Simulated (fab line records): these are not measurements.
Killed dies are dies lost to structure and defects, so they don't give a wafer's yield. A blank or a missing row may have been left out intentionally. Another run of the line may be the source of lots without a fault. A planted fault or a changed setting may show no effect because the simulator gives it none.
fab line records	flow n5_finfet
record lots=10	wafers=30	last_day=17
route steps=1938 shown BEOL_M7@1283 PASSIVATION@1936
lots untouched by any fault: they come from a run of this same line in which no faults occurred
start_h: the number of hours between the record's first day and the start of the first shown wafer of the lot	wait_h: time in hours since the lot's previous step	" same as the row above	L1.1+2: a single row standing in for several wafers	- no value present, or no start provided	* or withheld: withheld	< > ~ a bound
route shown NAME@n: names a module that has steps shown in the file, with the first one's number in the route	usual: mean and standard deviation over wafers with no fault	same: alike in all rows	chamber/n: place in a boat	sites: per-site readings	_std_site: standard deviation of those values	_edge_site: mean of outer sites minus mean of inner sites	radius_mm: how far each site lies from the wafer's centre	mask NAME#n: copy n	behind: tool/chamber where the wafer was last shaped	hold: the reason the lot was held/the length of the hold in hours/how it ended	device: the n, p or np transistor that did not switch	end of line: tests of these same wafers at the route's end	step lacking rows: just its recipe	killed: the dies lost at the first sort to structure and to defects; this is not the yield of the wafer	map: per-die view of a wafer (x killed, . not killed, _ where there is no die)
set.NAME: the setting as run; set.NAME@STEP: as run at that earlier step	model.NAME: the simulator's own value behind a step, which no gauge read
one table for each step of the route and one row for each wafer, over a sample of lots
services: the hour from which a tool's chamber was out of use, counted from the record's first day as start_h (under 0 if before that day), plus the number of hours and why
## steps
# step N5_BEOL_M7_STRIP_67
# recipe chemistry=CF4	resist=SiARC	power_w=300	bias_power_w=75	pressure_mtorr=50	cf4_flow_sccm=150	rf_frequency_hz=6e+07
# usual drypump_motor_current_A=5.7/0.51	oes_product_au=0.81/0.067	rf_vpp_V=271.6/1.5	showerhead_plenum_p_Torr=1.81/0.053	throttle_valve_pct=13.48/0.19
lot.wafer	tool	chamber	start_h	wait_h	drypump_motor_current_A	oes_product_au	rf_hours_counter_h	rf_vpp_V	showerhead_plenum_p_Torr	throttle_valve_pct
L522.2	rie_diel-03	3	210.01	0.0	5.7	0.89	34	273.1	1.82	13.38
L522.3	"	1	"	"	6.6	0.73	209	270.6	1.84	13.73
L522.4	"	0	"	"	5.6	0.93	27	271.0	1.75	13.01
L524.1	rie_diel-02	0	214.92	0.0	6.1	0.76	152	271.9	1.86	13.29
L524.4	"	2	"	"	5.0	0.80	-	269.4	1.74	13.58
L524.6	"	0	"	"	6.1	0.77	-	272.2	1.86	13.28
L523.1	rie_diel-01	3	215.14	0.0	5.5	0.87	45	272.5	1.83	13.47
L523.4	"	1	"	"	5.7	0.77	146	271.5	1.80	13.56
L523.5	"	0	"	"	5.8	0.83	-	273.1	1.89	13.62
L525.3	rie_diel-01	2	228.83	0.0	4.9	0.81	94	271.0	1.74	13.35
L525.4	"	1	"	"	5.6	0.77	150	271.9	1.80	13.57
L525.5	"	3	"	"	5.5	0.86	-	271.2	1.83	13.48
L527.1	rie_diel-01	0	239.99	0.0	5.8	0.82	65	272.6	1.89	13.63
L527.4	"	1	"	"	5.6	0.76	154	270.0	1.80	13.58
L527.6	"	2	"	"	4.9	0.81	-	270.2	1.74	13.35
L528.1	rie_diel-01	0	246.29	0.0	5.8	0.83	67	273.4	1.89	13.64
L528.4	"	3	"	"	5.5	0.85	54	271.2	1.83	13.49
L528.5	"	0	"	"	5.8	0.82	-	274.4	1.89	13.65
L532.1	rie_diel-03	1	283.74	0.0	6.6	0.70	235	272.3	1.84	13.79
L532.2	"	0	"	"	5.7	0.90	47	270.1	1.75	13.05
L532.3	"	2	"	"	6.4	0.83	69	271.9	1.89	13.44
L538.1	rie_diel-02	2	300.78	0.0	5.1	0.78	119	269.5	1.73	13.64
L538.5	"	2	"	"	5.1	0.77	-	269.7	1.73	13.64
L538.6	"	1	"	"	5.8	0.91	-	270.0	1.75	13.54
L539.1	rie_diel-01	0	321.62	0.0	5.8	0.80	86	275.3	1.88	13.66
L539.3	"	1	"	"	5.7	0.74	181	270.9	1.79	13.64
L539.4	"	2	"	"	4.9	0.78	122	271.9	1.73	13.38
L542.3	rie_diel-01	0	340.69	0.0	5.8	0.79	91	273.3	1.88	13.69
L542.4	"	2	"	"	4.9	0.79	128	269.5	1.73	13.42
L542.6	"	2	"	"	4.8	0.78	-	270.0	1.73	13.42
# step N5_BEOL_M7_DESCUM_33
# recipe chemistry=O2	time_s=7	source_power_w=50	bias_power_w=20	pressure_mtorr=20	rf_frequency_hz=2.712e+07	temp_c=40	resist=CAR-EUV	o2_flow_sccm=225
# usual drypump_motor_current_A=5.7/0.53	oes_product_au=0.81/0.072	rf_fwd_power_W=49.43/0.25	rf_vpp_V=243.4/1.2	showerhead_plenum_p_Torr=2.12/0.063	throttle_valve_pct=20.33/0.2
lot.wafer	tool	chamber	start_h	wait_h	drypump_motor_current_A	oes_product_au	rf_fwd_power_W	rf_hours_counter_h	rf_vpp_V	showerhead_plenum_p_Torr	throttle_valve_pct
L522.2	rie_diel-03	3	211.06	0.2	5.7	0.88	49.73	34	242.8	2.14	20.30
L522.3	"	1	"	"	6.6	0.72	49.23	209	244.9	2.15	20.46
L522.4	"	0	"	"	5.7	0.92	49.50	27	241.9	2.05	19.95
L524.1	rie_diel-03	0	216.95	0.0	5.7	0.92	49.44	29	242.0	2.05	19.95
L524.4	"	1	"	"	6.6	0.72	49.74	-	244.5	2.15	20.47
L524.6	"	2	"	"	6.4	0.87	49.07	-	244.8	2.21	20.20
L523.1	rie_diel-01	2	217.12	0.0	4.8	0.82	49.25	90	242.1	2.03	20.16
L523.4	"	1	"	"	5.7	0.77	49.60	-	241.7	2.10	20.37
L523.5	"	3	"	"	5.5	0.88	49.06	-	243.6	2.13	20.37
L525.3	rie_diel-02	3	229.69	0.0	4.9	0.68	49.42	249	244.3	2.14	20.58
L525.4	"	2	"	"	5.1	0.79	49.49	-	241.7	2.02	20.48
L525.5	"	3	"	"	4.9	0.68	49.31	-	244.4	2.14	20.59
L527.1	rie_diel-01	1	242.10	0.2	5.7	0.77	49.53	155	243.3	2.09	20.39
L527.4	"	0	"	"	5.8	0.82	49.47	65	244.9	2.22	20.58
L527.6	"	2	"	"	4.9	0.82	49.19	-	242.0	2.03	20.19
L528.1	rie_diel-02	2	249.34	0.6	5.1	0.79	49.53	105	241.7	2.02	20.48
L528.4	"	1	"	"	5.8	0.97	49.90	4	242.3	2.05	20.47
L528.5	"	0	"	"	6.1	0.75	49.29	-	245.9	2.17	20.06
L532.1	rie_diel-01	1	284.39	0.0	5.7	0.75	49.59	168	242.3	2.09	20.41
L532.2	"	0	"	"	5.8	0.81	49.31	80	245.9	2.21	20.60
L532.3	"	3	"	"	5.5	0.85	49.20	66	242.2	2.13	20.40
L538.1	rie_diel-03	1	301.89	0.0	6.6	0.69	49.24	240	244.3	2.14	20.52
L538.5	"	3	"	"	5.8	0.84	49.62	-	243.0	2.13	20.36
L538.6	"	2	"	"	6.4	0.82	49.11	-	244.4	2.20	20.27
L539.1	rie_diel-03	3	325.71	0.0	5.7	0.83	49.69	70	243.4	2.12	20.38
L539.3	"	1	"	"	6.6	0.69	49.61	246	244.0	2.14	20.52
L539.4	"	0	"	"	5.7	0.87	49.52	58	242.4	2.04	19.99
L542.3	rie_diel-03	3	342.00	0.3	5.7	0.83	49.86	76	242.6	2.12	20.39
L542.4	"	0	"	"	5.6	0.87	49.84	-	241.9	2.04	19.99
L542.6	"	3	"	"	5.7	0.83	49.39	-	244.1	2.12	20.38
# step N5_BEOL_M7_VIA_ETCH_34
# recipe chemistry=C4F6/O2	target=SiCOH_lowk	target_depth_a=1255	mask_material=SOC	taper_deg=4	time_s=50.5	ion_energy_ev=250	pressure_mtorr=30	source_w=345	bias_w=185	Ar_flow_sccm=300	C4F6_flow_sccm=10	O2_flow_sccm=10
# usual drypump_motor_current_A=5.7/0.53	oes_f_703_au=0.80/0.068	oes_product_au=0.80/0.071	rf_fwd_power_W=341.6/1.4	rf_vpp_V=667/5.2	showerhead_plenum_p_Torr=2.88/0.082	throttle_valve_pct=20.79/0.22
lot.wafer	tool	chamber	start_h	wait_h	drypump_motor_current_A	oes_f_703_au	oes_product_au	rf_fwd_power_W	rf_hours_counter_h	rf_vpp_V	showerhead_plenum_p_Torr	throttle_valve_pct
L522.2	rie_diel-03	3	211.24	0.0	5.7	0.91	0.91	343.6	34	668	2.89	20.78
L522.3	"	1	"	"	6.6	0.72	0.72	343.0	209	667	2.93	20.93
L522.4	"	0	"	"	5.7	0.91	0.92	340.1	28	673	2.79	20.38
L524.1	rie_diel-03	0	217.13	0.0	5.6	0.89	0.91	343.8	29	672	2.79	20.39
L524.4	"	1	"	"	6.6	0.73	0.72	340.9	-	666	2.92	20.93
L524.6	"	2	"	"	6.4	0.86	0.86	341.8	-	659	3.01	20.71
L523.1	rie_diel-01	2	217.30	0.0	4.8	0.83	0.83	340.9	90	664	2.75	20.57
L523.4	"	1	"	"	5.7	0.77	0.77	342.3	-	671	2.85	20.83
L523.5	"	3	"	"	5.5	0.85	0.87	337.2	-	679	2.90	20.85
L525.3	rie_diel-02	3	229.87	0.0	4.9	0.68	0.68	342.2	249	669	2.91	21.08
L525.4	"	2	"	"	5.1	0.80	0.79	342.9	-	661	2.76	20.96
L525.5	"	3	"	"	4.9	0.67	0.68	341.5	-	669	2.91	21.07
L527.1	rie_diel-01	1	242.28	0.0	5.7	0.77	0.76	342.3	155	670	2.85	20.83
L527.4	"	0	"	"	5.8	0.82	0.82	340.3	65	671	3.01	21.04
L527.6	"	2	"	"	4.9	0.82	0.81	342.9	-	665	2.75	20.58
L528.1	rie_diel-02	2	249.52	0.0	5.1	0.80	0.78	341.9	105	661	2.76	20.97
L528.4	"	1	"	"	5.8	0.95	0.97	341.6	4	665	2.80	21.00
L528.5	"	0	"	"	6.1	0.76	0.75	341.4	-	666	2.94	20.50
L532.1	rie_diel-01	1	284.57	0.0	5.6	0.76	0.75	340.1	169	669	2.84	20.84
L532.2	"	0	"	"	5.8	0.58	0.75	259.5	80	767	3.00	21.05
L532.3	"	3	"	"	5.5	0.82	0.84	339.1	66	679	2.89	20.87
L538.1	rie_diel-03	1	302.07	0.0	6.6	0.70	0.70	341.6	240	666	2.91	20.99
L538.5	"	3	"	"	5.7	0.87	0.86	342.7	-	667	2.88	20.79
L538.6	"	2	"	"	6.4	0.82	0.83	341.7	-	660	2.99	20.75
L539.1	rie_diel-03	3	325.89	0.0	5.7	0.86	0.85	342.6	70	667	2.88	20.80
L539.3	"	1	"	"	6.6	0.70	0.70	342.8	246	667	2.91	20.98
L539.4	"	0	"	"	5.7	0.84	0.86	340.5	58	673	2.78	20.43
L542.3	rie_diel-03	3	342.18	0.0	5.7	0.86	0.85	344.1	76	667	2.88	20.82
L542.4	"	0	"	"	5.7	0.85	0.85	339.3	-	673	2.78	20.42
L542.6	"	3	"	"	5.7	0.85	0.83	340.9	-	667	2.88	20.82
# step N5_BEOL_M7_OCD_MEAS_38
# usual trench_depth_nm=93.7/1.2
lot.wafer	tool	chamber	start_h	wait_h	trench_depth_nm
L522.2	ocd-01	-	211.49	-	96.4
L522.3	"	-	"	"	92.9
L522.4	"	-	"	"	92.1
L524.1	ocd-01	-	217.38	-	92.3
L524.4	"	-	"	"	94.2
L524.6	"	-	"	"	94.8
L523.1	ocd-01	-	217.55	-	96.2
L523.4	"	-	"	"	94.1
L523.5	"	-	"	"	94.4
L525.3	ocd-01	-	230.12	-	91.6
L525.4	"	-	"	"	93.6
L525.5	"	-	"	"	91.9
L527.1	ocd-02	-	242.54	-	93.3
L527.4	"	-	"	"	94.7
L527.6	"	-	"	"	93.9
L528.1	ocd-01	-	249.77	-	93.9
L528.4	"	-	"	"	94.3
L528.5	"	-	"	"	93.5
L532.1	ocd-02	-	284.82	-	93.2
L532.2	"	-	"	"	92.9
L532.3	"	-	"	"	93.5
L538.1	ocd-01	-	302.32	-	92.7
L538.5	"	-	"	"	96.1
L538.6	"	-	"	"	94.5
L539.1	ocd-02	-	326.14	-	94.9
L539.3	"	-	"	"	91.2
L539.4	"	-	"	"	92.0
L542.3	ocd-02	-	342.43	-	94.9
L542.4	"	-	"	"	92.6
L542.6	"	-	"	"	94.8
# step N5_PASSIVATION_PROBE_49
# usual defect_limited_yield=91.3/1.4	killed_at_M0_to_M3=34/10	killed_at_M4_up=13/4.8	killed_at_contacts=12/6.1	killed_at_front_end=40/11	killed_at_other=3.7/2.8	killed_dies=103/16	killed_open=67/12	killed_short=34/7.4	sort_bin_5_function=5.1/0.95	sort_bin_6_memory=3.2/0.62	sort_n_pass=1077/16	sort_yield_pct=91.3/1.4
# same gross_dies=1180	killed_at_back_side=0	sort_bin_4_leakage[%]=0	sort_bin_8_speed[%]=0
lot.wafer	tool	chamber	start_h	wait_h	defect_limited_yield[%]	killed_at_M0_to_M3	killed_at_M4_up	killed_at_contacts	killed_at_front_end	killed_at_other	killed_dies	killed_open	killed_short	sort_bin_5_function[%]	sort_bin_6_memory[%]	sort_n_pass	sort_yield_pct[%]
L539.1	prober-01	-	401.44	0.5	91.7	36	7	11	38	6	98	53	43	4.9	3.1	1082	91.7
L539.3	prober-01	-	401.54	0.6	91.9	46	11	1	35	3	96	55	37	4.7	3.3	1084	91.9
L539.4	prober-01	-	401.59	0.7	91.9	48	13	6	27	1	95	62	31	4.2	3.6	1085	91.9
# killed by level:class
L539.1 BEOL_M2:geometric_particle:open=12 FIN_SAQP:geometric_particle:short=9 GATE_CUT:geometric_particle:short=8 BEOL_M3:geometric_particle:open=8 MOL_CONTACT_COAG:geometric_particle:open=6 MOL_CONTACT_COAG:geometric_particle:short=5 BEOL_M0_SAQP:geometric_particle:short=5 STI_FIN_REVEAL:geometric_particle:open=4
L539.3 STI_FIN_REVEAL:geometric_particle:open=8 BEOL_M0_SAQP:geometric_particle:short=8 BEOL_M1:geometric_particle:open=8 BEOL_M3:geometric_particle:open=8 FIN_SAQP:geometric_particle:short=7 BEOL_M1:geometric_particle:short=6 BEOL_M0_SAQP:geometric_particle:open=5 BEOL_M2:geometric_particle:open=5
L539.4 BEOL_M0_SAQP:geometric_particle:open=11 BEOL_M0_SAQP:geometric_particle:short=11 FIN_SAQP:geometric_particle:open=8 BEOL_M1:geometric_particle:open=8 FIN_SAQP:geometric_particle:short=5 STI_FIN_REVEAL:geometric_particle:open=5 MOL_CONTACT_COAG:geometric_particle:open=5 BEOL_M1:geometric_particle:short=5
## services
tool	chamber	start_h	hours	kind
rie_diel-02	1	210.87	-	clean
rie_diel-02	1	210.87	-	consumable_replace:focus_ring
rie_diel-02	1	210.87	26.1	scheduled_down
rie_diel-02	1	210.87	26.1	vent_cycle
rie_diel-03	3	214.67	3.1	repair
rie_diel-01	0	216.59	1.2	repair
rie_diel-02	-	219.04	0.7	repair
rie_diel-03	2	224.91	9.3	repair
rie_diel-03	0	240.51	12.8	repair
rie_diel-02	3	256.42	2.8	repair
rie_diel-02	3	259.42	-	clean
rie_diel-02	3	259.42	-	consumable_replace:focus_ring
rie_diel-02	3	259.42	25.7	scheduled_down
rie_diel-02	3	259.42	25.7	vent_cycle
rie_diel-02	2	267.02	6.3	repair
rie_diel-01	0	301.30	18.0	repair
rie_diel-01	2	304.72	3.9	repair
rie_diel-02	-	315.20	0.5	repair
rie_diel-02	2	334.70	5.6	repair
rie_diel-03	1	340.21	-	clean
rie_diel-03	1	340.21	-	consumable_replace:focus_ring
rie_diel-03	1	340.21	20.5	scheduled_down
rie_diel-03	1	340.21	20.5	vent_cycle
## key
first_sign step=N5_BEOL_M7_VIA_ETCH_34	reading=rf_fwd_power_W	direction=down	sigmas=57	usual=*	struck=*
effect step=N5_BEOL_M7_VIA_ETCH_34	reading=rf_vpp_V	direction=up	sigmas=19	usual=667	struck=767
met_at N5_BEOL_M7_VIA_ETCH_34
struck_lots L532
struck_wafers L532.2
not_acting_at N5_BEOL_M7_STRIP_67,N5_BEOL_M7_DESCUM_33,N5_BEOL_M7_OCD_MEAS_38
onset_between 242.28 284.57
fault kind=process_parameter_drift	tool=rie_diel-01	chamber=0	onset_h=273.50	steps=N5_BEOL_M7_VIA_ETCH_34	channel=source_w	offset=-82.8	shape=step	end_h=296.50	acts_in=these_recipes_only	stated=345
